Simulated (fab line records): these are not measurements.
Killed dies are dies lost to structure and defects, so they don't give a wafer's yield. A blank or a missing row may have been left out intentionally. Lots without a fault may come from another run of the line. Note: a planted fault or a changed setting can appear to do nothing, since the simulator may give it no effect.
fab line records / flow n5_finfet / part 2 of 2: steps 24 to 36 of 36
record: lots: 5 wafers: 15 last_day: 17
route steps=1938 shown BEOL_M6@1240 BEOL_M7@1263
lots that met no fault: taken from a fault-free run of the same line
start_h: hours from the record's opening day to when the first of the lot's shown wafers began / wait_h: time in hours since the lot's previous step / " same as the row above / L1.1+2: a single row standing in for several wafers / - either no value or no given start / * or withheld: withheld / < > ~ a bound
route shown NAME@n: NAME is a module with steps in the file, n the number in the route of the first one / usual: mean and standard deviation over wafers with no fault / same: alike in all rows / chamber/n: place in a boat / sites: the reading at each site / _std_site: how widely they spread, as a standard deviation / _edge_site: the outer-site mean with the inner-site mean subtracted / radius_mm: for every site, how far away it sits from the centre of the wafer / mask NAME#n: copy n / behind: the last tool/chamber to shape the wafer / hold: why the lot was held/for how many hours/how that ended / device: the transistor (n, p or np) that didn't switch / end of line: the same wafers' tests at the end of the route / for a step that has no rows: nothing shown but its recipe / killed: at the first sort, the dies lost to defects and structure; wafer yield is something else / map: shows each die of a wafer: x if killed, . if not, _ if none is there
set.NAME: the setting as run; set.NAME@STEP: as run at that earlier step / model.NAME: the simulator's own value behind a step, which no gauge read
lots at some steps of the route; a table a step, a row a wafer
services: when a tool's chamber went out of use (start_h, in hours from the record's first day, below 0 if earlier), for how many hours, and the reason
== steps ==
step: N5_BEOL_M7_ILD_DEP_00
recipe: material: SiCOH_lowk target_thk_a: 1797.5 temp_c: 300 precursor: DEMS/porogen pressure_torr: 5 rf_w: 500 time_s: 33.4
usual: heater_power_w: 311/48 showerhead_plenum_p_Torr: 5.745/0.015 throttle_valve_pct: 13.8/0.83
lot.wafer=L076.3 tool=pecvd-02 chamber=1 start_h=215.26 wait_h=0.0 heater_power_w=228 showerhead_plenum_p_Torr=5.730 throttle_valve_pct=13.5
lot.wafer=L076.4 tool=pecvd-02 chamber=1 start_h=215.26 wait_h=0.0 heater_power_w=231 showerhead_plenum_p_Torr=5.715 throttle_valve_pct=13.9
lot.wafer=L076.5 tool=pecvd-02 chamber=2 start_h=215.26 wait_h=0.0 heater_power_w=293 showerhead_plenum_p_Torr=5.755 throttle_valve_pct=12.8
lot.wafer=L081.1 tool=pecvd-02 chamber=2 start_h=228.97 wait_h=0.0 heater_power_w=335 showerhead_plenum_p_Torr=5.753 throttle_valve_pct=12.3
lot.wafer=L081.4 tool=pecvd-02 chamber=1 start_h=228.97 wait_h=0.0 heater_power_w=259 showerhead_plenum_p_Torr=5.722 throttle_valve_pct=13.7
lot.wafer=L081.6 tool=pecvd-02 chamber=2 start_h=228.97 wait_h=0.0 heater_power_w=329 showerhead_plenum_p_Torr=5.763 throttle_valve_pct=12.8
lot.wafer=L087.2 tool=pecvd-04 chamber=0 start_h=288.43 wait_h=0.0 heater_power_w=250 showerhead_plenum_p_Torr=5.773 throttle_valve_pct=14.3
lot.wafer=L087.4 tool=pecvd-04 chamber=1 start_h=288.43 wait_h=0.0 heater_power_w=296 showerhead_plenum_p_Torr=5.766 throttle_valve_pct=15.7
lot.wafer=L087.6 tool=pecvd-04 chamber=2 start_h=288.43 wait_h=0.0 heater_power_w=360 showerhead_plenum_p_Torr=5.754 throttle_valve_pct=13.8
lot.wafer=L094.1 tool=pecvd-01 chamber=0 start_h=303.69 wait_h=0.0 heater_power_w=249 showerhead_plenum_p_Torr=5.720 throttle_valve_pct=14.1
lot.wafer=L094.3 tool=pecvd-01 chamber=1 start_h=303.69 wait_h=0.0 heater_power_w=356 showerhead_plenum_p_Torr=5.747 throttle_valve_pct=13.5
lot.wafer=L094.4 tool=pecvd-01 chamber=1 start_h=303.69 wait_h=0.0 heater_power_w=378 showerhead_plenum_p_Torr=5.753 throttle_valve_pct=13.6
lot.wafer=L097.3 tool=pecvd-04 chamber=2 start_h=341.29 wait_h=0.0 heater_power_w=318 showerhead_plenum_p_Torr=5.723 throttle_valve_pct=13.5
lot.wafer=L097.4 tool=pecvd-04 chamber=0 start_h=341.29 wait_h=0.0 heater_power_w=248 showerhead_plenum_p_Torr=5.778 throttle_valve_pct=14.4
lot.wafer=L097.6 tool=pecvd-04 chamber=2 start_h=341.29 wait_h=0.0 heater_power_w=321 showerhead_plenum_p_Torr=5.738 throttle_valve_pct=13.7
step: N5_BEOL_M7_CURE_74
recipe: temp_c: 385 time_s: 240 ambient: He/Ar material: SiCOH_lowk
usual: lamp_power_pct: 52.32/0.054 wafer_temp_C_max: 387.2/0.69
lot.wafer=L076.3 tool=uv_cure-03 chamber=1 start_h=215.49 wait_h=0.2 lamp_power_pct=52.37 wafer_temp_C_max=386.7
lot.wafer=L076.4 tool=uv_cure-03 chamber=1 start_h=215.49 wait_h=0.2 lamp_power_pct=52.38 wafer_temp_C_max=386.7
lot.wafer=L076.5 tool=uv_cure-03 chamber=1 start_h=215.49 wait_h=0.2 lamp_power_pct=52.38 wafer_temp_C_max=387.1
lot.wafer=L081.1 tool=uv_cure-03 chamber=1 start_h=229.03 wait_h=0.0 lamp_power_pct=52.35 wafer_temp_C_max=387.1
lot.wafer=L081.4 tool=uv_cure-03 chamber=1 start_h=229.03 wait_h=0.0 lamp_power_pct=52.32 wafer_temp_C_max=386.6
lot.wafer=L081.6 tool=uv_cure-03 chamber=1 start_h=229.03 wait_h=0.0 lamp_power_pct=52.27 wafer_temp_C_max=386.1
lot.wafer=L087.2 tool=uv_cure-01 chamber=2 start_h=288.57 wait_h=0.1 lamp_power_pct=52.36 wafer_temp_C_max=386.3
lot.wafer=L087.4 tool=uv_cure-01 chamber=2 start_h=288.57 wait_h=0.1 lamp_power_pct=52.24 wafer_temp_C_max=386.4
lot.wafer=L087.6 tool=uv_cure-01 chamber=2 start_h=288.57 wait_h=0.1 lamp_power_pct=52.21 wafer_temp_C_max=386.9
lot.wafer=L094.1 tool=uv_cure-01 chamber=1 start_h=303.76 wait_h=0.0 lamp_power_pct=52.27 wafer_temp_C_max=388.4
lot.wafer=L094.3 tool=uv_cure-01 chamber=1 start_h=303.76 wait_h=0.0 lamp_power_pct=52.31 wafer_temp_C_max=388.8
lot.wafer=L094.4 tool=uv_cure-01 chamber=1 start_h=303.76 wait_h=0.0 lamp_power_pct=52.28 wafer_temp_C_max=387.8
lot.wafer=L097.3 tool=uv_cure-03 chamber=0 start_h=341.67 wait_h=0.4 lamp_power_pct=52.30 wafer_temp_C_max=387.4
lot.wafer=L097.4 tool=uv_cure-03 chamber=0 start_h=341.67 wait_h=0.4 lamp_power_pct=52.31 wafer_temp_C_max=386.7
lot.wafer=L097.6 tool=uv_cure-03 chamber=0 start_h=341.67 wait_h=0.4 lamp_power_pct=52.35 wafer_temp_C_max=386.8
step: N5_BEOL_M7_THK_MEAS_01
recipe: reads: SiCOH_lowk_of_BEOL_M7_ILD_DEP_00
usual: M7_ILD_THK: 155.1/2.1
lot.wafer=L076.3 tool=film_metro-01 chamber=- start_h=215.84 wait_h=0.3 M7_ILD_THK[nm]=152.0
lot.wafer=L076.4 tool=film_metro-01 chamber=- start_h=215.84 wait_h=0.3 M7_ILD_THK[nm]=154.0
lot.wafer=L076.5 tool=film_metro-01 chamber=- start_h=215.84 wait_h=0.3 M7_ILD_THK[nm]=158.1
lot.wafer=L081.1 tool=film_metro-02 chamber=- start_h=230.02 wait_h=0.8 M7_ILD_THK[nm]=155.1
lot.wafer=L081.4 tool=film_metro-02 chamber=- start_h=230.02 wait_h=0.8 M7_ILD_THK[nm]=153.8
lot.wafer=L081.6 tool=film_metro-02 chamber=- start_h=230.02 wait_h=0.8 M7_ILD_THK[nm]=156.6
lot.wafer=L087.2 tool=film_metro-01 chamber=- start_h=289.01 wait_h=0.4 M7_ILD_THK[nm]=154.2
lot.wafer=L087.4 tool=film_metro-01 chamber=- start_h=289.01 wait_h=0.4 M7_ILD_THK[nm]=156.9
lot.wafer=L087.6 tool=film_metro-01 chamber=- start_h=289.01 wait_h=0.4 M7_ILD_THK[nm]=157.4
lot.wafer=L094.1 tool=film_metro-01 chamber=- start_h=304.27 wait_h=0.4 M7_ILD_THK[nm]=154.9
lot.wafer=L094.3 tool=film_metro-01 chamber=- start_h=304.27 wait_h=0.4 M7_ILD_THK[nm]=153.8
lot.wafer=L094.4 tool=film_metro-01 chamber=- start_h=304.27 wait_h=0.4 M7_ILD_THK[nm]=156.0
lot.wafer=L097.3 tool=film_metro-02 chamber=- start_h=342.35 wait_h=0.5 M7_ILD_THK[nm]=155.6
lot.wafer=L097.4 tool=film_metro-02 chamber=- start_h=342.35 wait_h=0.5 M7_ILD_THK[nm]=156.3
lot.wafer=L097.6 tool=film_metro-02 chamber=- start_h=342.35 wait_h=0.5 M7_ILD_THK[nm]=158.7
step: N5_BEOL_M7_PECVD_70
recipe: material: SiO2 target_thk_a: 200 temp_c: 400 precursor: TEOS/O2 pressure_torr: 5.5 rf_w: 450 teos_flow_sccm: 53.8 gas: O2 flow_sccm: 3000 time_s: 22.7
usual: heater_power_w: 714/89 showerhead_plenum_p_Torr: 8.81/0.058 throttle_valve_pct: 21.9/1.1
lot.wafer=L076.3 tool=pecvd-02 chamber=2 start_h=215.88 wait_h=0.0 heater_power_w=795 showerhead_plenum_p_Torr=8.85 throttle_valve_pct=20.2
lot.wafer=L076.4 tool=pecvd-02 chamber=2 start_h=215.88 wait_h=0.0 heater_power_w=816 showerhead_plenum_p_Torr=8.84 throttle_valve_pct=20.4
lot.wafer=L076.5 tool=pecvd-02 chamber=0 start_h=215.88 wait_h=0.0 heater_power_w=668 showerhead_plenum_p_Torr=8.85 throttle_valve_pct=22.0
lot.wafer=L081.1 tool=pecvd-01 chamber=1 start_h=230.06 wait_h=0.0 heater_power_w=844 showerhead_plenum_p_Torr=8.85 throttle_valve_pct=21.7
lot.wafer=L081.4 tool=pecvd-01 chamber=1 start_h=230.06 wait_h=0.0 heater_power_w=841 showerhead_plenum_p_Torr=8.83 throttle_valve_pct=21.9
lot.wafer=L081.6 tool=pecvd-01 chamber=0 start_h=230.06 wait_h=0.0 heater_power_w=614 showerhead_plenum_p_Torr=8.72 throttle_valve_pct=22.7
lot.wafer=L087.2 tool=pecvd-04 chamber=1 start_h=289.04 wait_h=0.0 heater_power_w=686 showerhead_plenum_p_Torr=8.84 throttle_valve_pct=24.9
lot.wafer=L087.4 tool=pecvd-04 chamber=0 start_h=289.04 wait_h=0.0 heater_power_w=612 showerhead_plenum_p_Torr=8.88 throttle_valve_pct=23.5
lot.wafer=L087.6 tool=pecvd-04 chamber=2 start_h=289.04 wait_h=0.0 heater_power_w=792 showerhead_plenum_p_Torr=8.81 throttle_valve_pct=22.2
lot.wafer=L094.1 tool=pecvd-02 chamber=2 start_h=304.30 wait_h=0.0 heater_power_w=727 showerhead_plenum_p_Torr=8.84 throttle_valve_pct=20.5
lot.wafer=L094.3 tool=pecvd-02 chamber=1 start_h=304.30 wait_h=0.0 heater_power_w=592 showerhead_plenum_p_Torr=8.77 throttle_valve_pct=22.0
lot.wafer=L094.4 tool=pecvd-02 chamber=0 start_h=304.30 wait_h=0.0 heater_power_w=733 showerhead_plenum_p_Torr=8.86 throttle_valve_pct=22.0
lot.wafer=L097.3 tool=pecvd-02 chamber=0 start_h=342.38 wait_h=0.0 heater_power_w=755 showerhead_plenum_p_Torr=8.87 throttle_valve_pct=22.1
lot.wafer=L097.4 tool=pecvd-02 chamber=0 start_h=342.38 wait_h=0.0 heater_power_w=738 showerhead_plenum_p_Torr=8.84 throttle_valve_pct=22.2
lot.wafer=L097.6 tool=pecvd-02 chamber=1 start_h=342.38 wait_h=0.0 heater_power_w=586 showerhead_plenum_p_Torr=8.74 throttle_valve_pct=22.1
step: N5_BEOL_M7_HM_DEP_02
recipe: material: TiN target_thk_a: 200 temp_c: 25 chamber_pressure_pa: 0.49996
usual: throttle_valve_pct: 30.4/0.88
lot.wafer=L076.3 tool=pvd_sputter-02 chamber=- start_h=217.92 wait_h=2.0 throttle_valve_pct=29.9
lot.wafer=L076.4 tool=pvd_sputter-02 chamber=- start_h=217.92 wait_h=2.0 throttle_valve_pct=29.7
lot.wafer=L076.5 tool=pvd_sputter-02 chamber=- start_h=217.92 wait_h=2.0 throttle_valve_pct=29.7
lot.wafer=L081.1 tool=pvd_sputter-03 chamber=- start_h=231.70 wait_h=1.6 throttle_valve_pct=30.8
lot.wafer=L081.4 tool=pvd_sputter-03 chamber=- start_h=231.70 wait_h=1.6 throttle_valve_pct=32.1
lot.wafer=L081.6 tool=pvd_sputter-03 chamber=- start_h=231.70 wait_h=1.6 throttle_valve_pct=30.7
lot.wafer=L087.2 tool=pvd_sputter-03 chamber=- start_h=289.75 wait_h=0.7 throttle_valve_pct=31.3
lot.wafer=L087.4 tool=pvd_sputter-03 chamber=- start_h=289.75 wait_h=0.7 throttle_valve_pct=30.7
lot.wafer=L087.6 tool=pvd_sputter-03 chamber=- start_h=289.75 wait_h=0.7 throttle_valve_pct=30.6
lot.wafer=L094.1 tool=pvd_sputter-02 chamber=- start_h=305.72 wait_h=1.4 throttle_valve_pct=30.8
lot.wafer=L094.3 tool=pvd_sputter-02 chamber=- start_h=305.72 wait_h=1.4 throttle_valve_pct=29.6
lot.wafer=L094.4 tool=pvd_sputter-02 chamber=- start_h=305.72 wait_h=1.4 throttle_valve_pct=29.9
lot.wafer=L097.3 tool=pvd_sputter-01 chamber=- start_h=343.35 wait_h=1.0 throttle_valve_pct=30.6
lot.wafer=L097.4 tool=pvd_sputter-01 chamber=- start_h=343.35 wait_h=1.0 throttle_valve_pct=29.6
lot.wafer=L097.6 tool=pvd_sputter-01 chamber=- start_h=343.35 wait_h=1.0 throttle_valve_pct=30.1
step: N5_BEOL_M7_COAT_59
recipe: resist: SOC temp_c: 250 time_s: 60 spin_rpm: 1500 resist_thk_nm: 100
lot.wafer=L076.3+4+5 tool=litho_track-02 chamber=0 start_h=218.04 wait_h=0.1
lot.wafer=L081.1+4+6 tool=litho_track-02 chamber=0 start_h=231.83 wait_h=0.1
lot.wafer=L087.2+4+6 tool=litho_track-03 chamber=0 start_h=289.88 wait_h=0.1
lot.wafer=L094.1+3+4 tool=litho_track-02 chamber=0 start_h=305.84 wait_h=0.1
lot.wafer=L097.3+4+6 tool=litho_track-04 chamber=0 start_h=343.48 wait_h=0.1
step: N5_BEOL_M7_COAT_60
recipe: resist: SiARC temp_c: 220 time_s: 60 spin_rpm: 1500 resist_thk_nm: 35
lot.wafer=L076.3+4+5 tool=litho_track-02 chamber=0 start_h=- wait_h=-
lot.wafer=L081.1+4+6 tool=litho_track-02 chamber=0 start_h=- wait_h=-
lot.wafer=L087.2+4+6 tool=litho_track-03 chamber=0 start_h=- wait_h=-
lot.wafer=L094.1+3+4 tool=litho_track-02 chamber=0 start_h=- wait_h=-
lot.wafer=L097.3+4+6 tool=litho_track-04 chamber=0 start_h=- wait_h=-
step: N5_BEOL_M7_COAT_05
recipe: resist: CAR-ArF spin_rpm: 1500 resist_thk_nm: 90
lot.wafer=L076.3+4+5 tool=litho_track-02 chamber=0 start_h=- wait_h=-
lot.wafer=L081.1+4+6 tool=litho_track-02 chamber=0 start_h=- wait_h=-
lot.wafer=L087.2+4+6 tool=litho_track-03 chamber=0 start_h=- wait_h=-
lot.wafer=L094.1+3+4 tool=litho_track-02 chamber=0 start_h=- wait_h=-
lot.wafer=L097.3+4+6 tool=litho_track-04 chamber=0 start_h=- wait_h=-
step: N5_BEOL_M7_EBR_07
recipe: solvent: PGMEA ebr_width_mm: 1.5
lot.wafer=L076.3+4+5 tool=litho_track-02 chamber=0 start_h=- wait_h=-
lot.wafer=L081.1+4+6 tool=litho_track-02 chamber=0 start_h=- wait_h=-
lot.wafer=L087.2+4+6 tool=litho_track-03 chamber=0 start_h=- wait_h=-
lot.wafer=L094.1+3+4 tool=litho_track-02 chamber=0 start_h=- wait_h=-
lot.wafer=L097.3+4+6 tool=litho_track-04 chamber=0 start_h=- wait_h=-
step: N5_BEOL_M7_SOFTBAKE_06
recipe: temp_c: 110 time_s: 60 resist: CAR-ArF
lot.wafer=L076.3+4+5 tool=litho_track-02 chamber=0 start_h=- wait_h=-
lot.wafer=L081.1+4+6 tool=litho_track-02 chamber=0 start_h=- wait_h=-
lot.wafer=L087.2+4+6 tool=litho_track-03 chamber=0 start_h=- wait_h=-
lot.wafer=L094.1+3+4 tool=litho_track-02 chamber=0 start_h=- wait_h=-
lot.wafer=L097.3+4+6 tool=litho_track-04 chamber=0 start_h=- wait_h=-
step: N5_BEOL_M7_EXPOSE_08
recipe: mask_id: M7 na: 1.35 source_shape: dipole sigma_inner: 0.817 sigma_outer: 0.97 polarization: te dose_mj: 68.25
usual: reticle_temp_C: 23.00/0.1
lot.wafer=L076.3 tool=arfi_scanner-03 chamber=0 start_h=218.17 wait_h=- mask=M7#0 reticle_temp_C=22.95
lot.wafer=L076.4 tool=arfi_scanner-03 chamber=0 start_h=218.17 wait_h=- mask=M7#0 reticle_temp_C=23.01
lot.wafer=L076.5 tool=arfi_scanner-03 chamber=0 start_h=218.17 wait_h=- mask=M7#0 reticle_temp_C=22.93
lot.wafer=L081.1 tool=arfi_scanner-03 chamber=0 start_h=232.07 wait_h=- mask=M7#0 reticle_temp_C=23.18
lot.wafer=L081.4 tool=arfi_scanner-03 chamber=0 start_h=232.07 wait_h=- mask=M7#0 reticle_temp_C=23.12
lot.wafer=L081.6 tool=arfi_scanner-03 chamber=0 start_h=232.07 wait_h=- mask=M7#0 reticle_temp_C=23.00
lot.wafer=L087.2 tool=arfi_scanner-02 chamber=0 start_h=290.26 wait_h=- mask=M7#0 reticle_temp_C=22.76
lot.wafer=L087.4 tool=arfi_scanner-02 chamber=0 start_h=290.26 wait_h=- mask=M7#0 reticle_temp_C=23.07
lot.wafer=L087.6 tool=arfi_scanner-02 chamber=0 start_h=290.26 wait_h=- mask=M7#0 reticle_temp_C=23.08
lot.wafer=L094.1 tool=arfi_scanner-01 chamber=0 start_h=306.09 wait_h=- mask=M7#0 reticle_temp_C=23.03
lot.wafer=L094.3 tool=arfi_scanner-01 chamber=0 start_h=306.09 wait_h=- mask=M7#0 reticle_temp_C=23.00
lot.wafer=L094.4 tool=arfi_scanner-01 chamber=0 start_h=306.09 wait_h=- mask=M7#0 reticle_temp_C=23.01
lot.wafer=L097.3 tool=arfi_scanner-01 chamber=0 start_h=343.73 wait_h=- mask=M7#0 reticle_temp_C=23.03
lot.wafer=L097.4 tool=arfi_scanner-01 chamber=0 start_h=343.73 wait_h=- mask=M7#0 reticle_temp_C=23.08
lot.wafer=L097.6 tool=arfi_scanner-01 chamber=0 start_h=343.73 wait_h=- mask=M7#0 reticle_temp_C=23.05
step: N5_BEOL_M7_PEB_09
recipe: peb_temp_c: withheld peb_time_s: 60 resist: CAR-ArF
lot.wafer=L076.3+4+5 tool=litho_track-02 chamber=0 start_h=218.22 wait_h=0.0
lot.wafer=L081.1+4+6 tool=litho_track-04 chamber=0 start_h=232.13 wait_h=0.1
lot.wafer=L087.2+4+6 tool=litho_track-03 chamber=0 start_h=290.32 wait_h=0.0
lot.wafer=L094.1+3+4 tool=litho_track-02 chamber=0 start_h=306.15 wait_h=0.1
lot.wafer=L097.3+4+6 tool=litho_track-02 chamber=0 start_h=343.79 wait_h=0.0
step: N5_BEOL_M7_DEVELOP_10
recipe: develop_time_s: 30 developer: TMAH resist: CAR-ArF rinse_liquid: diw dry: air_spin dev_temp_c: 23
lot.wafer=L076.3+4+5 tool=litho_track-02 chamber=0 start_h=- wait_h=-
lot.wafer=L081.1+4+6 tool=litho_track-04 chamber=0 start_h=- wait_h=-
lot.wafer=L087.2+4+6 tool=litho_track-03 chamber=0 start_h=- wait_h=-
lot.wafer=L094.1+3+4 tool=litho_track-02 chamber=0 start_h=- wait_h=-
lot.wafer=L097.3+4+6 tool=litho_track-02 chamber=0 start_h=- wait_h=-
== services ==
tool=pecvd-01 chamber=0 start_h=196.20 hours=4.1 kind=repair
tool=cmp-01 chamber=- start_h=198.41 hours=2.6 kind=repair
tool=uv_cure-03 chamber=- start_h=211.45 hours=2.8 kind=pm
tool=uv_cure-01 chamber=- start_h=219.74 hours=6.0 kind=pm
tool=pecvd-03 chamber=- start_h=225.44 hours=0.3 kind=repair
tool=pecvd-04 chamber=1 start_h=225.77 hours=26.1 kind=repair
tool=cmp-01 chamber=- start_h=231.61 hours=2.1 kind=repair
tool=wet_bench-04 chamber=- start_h=243.97 hours=1.9 kind=pm
tool=uv_cure-03 chamber=- start_h=246.66 hours=0.9 kind=repair
tool=pecvd-02 chamber=- start_h=256.38 hours=0.4 kind=repair
tool=cvd_co-02 chamber=1 start_h=261.07 hours=15.9 kind=repair
tool=pecvd-01 chamber=- start_h=262.33 hours=14.6 kind=pm
tool=uv_cure-01 chamber=- start_h=283.32 hours=4.6 kind=repair
tool=uv_cure-03 chamber=- start_h=284.76 hours=1.0 kind=pm
tool=rtp_anneal-01 chamber=- start_h=290.55 hours=5.1 kind=pm
tool=cvd_co-02 chamber=2 start_h=291.02 hours=36.6 kind=repair
tool=cmp-01 chamber=- start_h=294.23 hours=3.9 kind=repair
tool=cmp-01 chamber=- start_h=298.98 hours=4.0 kind=pm
tool=rie_diel-06 chamber=3 start_h=307.81 hours=6.7 kind=repair
tool=cmp-01 chamber=- start_h=313.44 hours=1.2 kind=repair
tool=pecvd-02 chamber=2 start_h=316.73 hours=9.6 kind=repair
tool=rie_diel-01 chamber=3 start_h=330.01 hours=15.9 kind=repair
tool=pecvd-03 chamber=1 start_h=334.05 hours=5.2 kind=repair
tool=rie_diel-01 chamber=0 start_h=343.02 hours=22.2 kind=repair
